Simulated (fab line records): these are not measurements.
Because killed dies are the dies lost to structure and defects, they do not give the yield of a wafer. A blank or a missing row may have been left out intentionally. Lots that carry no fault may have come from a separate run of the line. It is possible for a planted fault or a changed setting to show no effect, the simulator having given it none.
Matching of chambers | flow n5-finfet | 4 sister chambers for N5_HKMG_FIN_ETCH_54 on rie-diel-04
The step etches SiARC in CF4, target depth 45.5 nm, time 75.8 s. 4 wafers are shown with their chamber, then 10 later ones without.

## WAFERS WITH THEIR CHAMBER
wafer  | chamber | throttle-valve-pct (%)
L077.2 | 0       | 15.87
L087.2 | 2       | 15.65
L091.1 | 1       | 15.90
L091.2 | 3       | 15.38

## WAFERS WHOSE CHAMBER IS MISSING
wafer  | throttle-valve-pct (%)
L091.3 | 15.67
L092.2 | 15.38
L092.4 | 15.40
L092.6 | 15.68
L096.1 | 15.42
L096.2 | 15.67
L096.5 | 15.40
L097.2 | 15.93
L097.3 | 15.43
L097.4 | 15.72

## WHICH CHAMBER EACH ONE RAN IN
wafer  | from the rows above     | in truth
L091.3 | 2                       | 2
L092.2 | 3                       | 3
L092.4 | 3                       | 3
L092.6 | 2                       | 2
L096.1 | 3                       | 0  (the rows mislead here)
L096.2 | 2                       | 2
L096.5 | 3                       | 3
L097.2 | can't be placed: 1 or 0 | 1
L097.3 | 3                       | 3
L097.4 | 2                       | 2
Correct placement for 8 of the 10. Cannot be placed on the basis of these rows: 1; the candidates contain the true chamber in 1. 1 placed wrongly.
How it was worked out, from the rows above alone: a wafer's distance from a chamber is the root of the sum, over the readings, of the square of ((its reading less the chamber's mean) divided by the reading's scatter). The wafer belongs to the nearest chamber; if the next one is less than 2 further off, it can't be placed. The mean given for a chamber averages the wafers shown for that chamber. The scatter (one wafer shown for each chamber): square how far every hidden wafer sits from the nearest shown wafer, average those squares and take the square root.
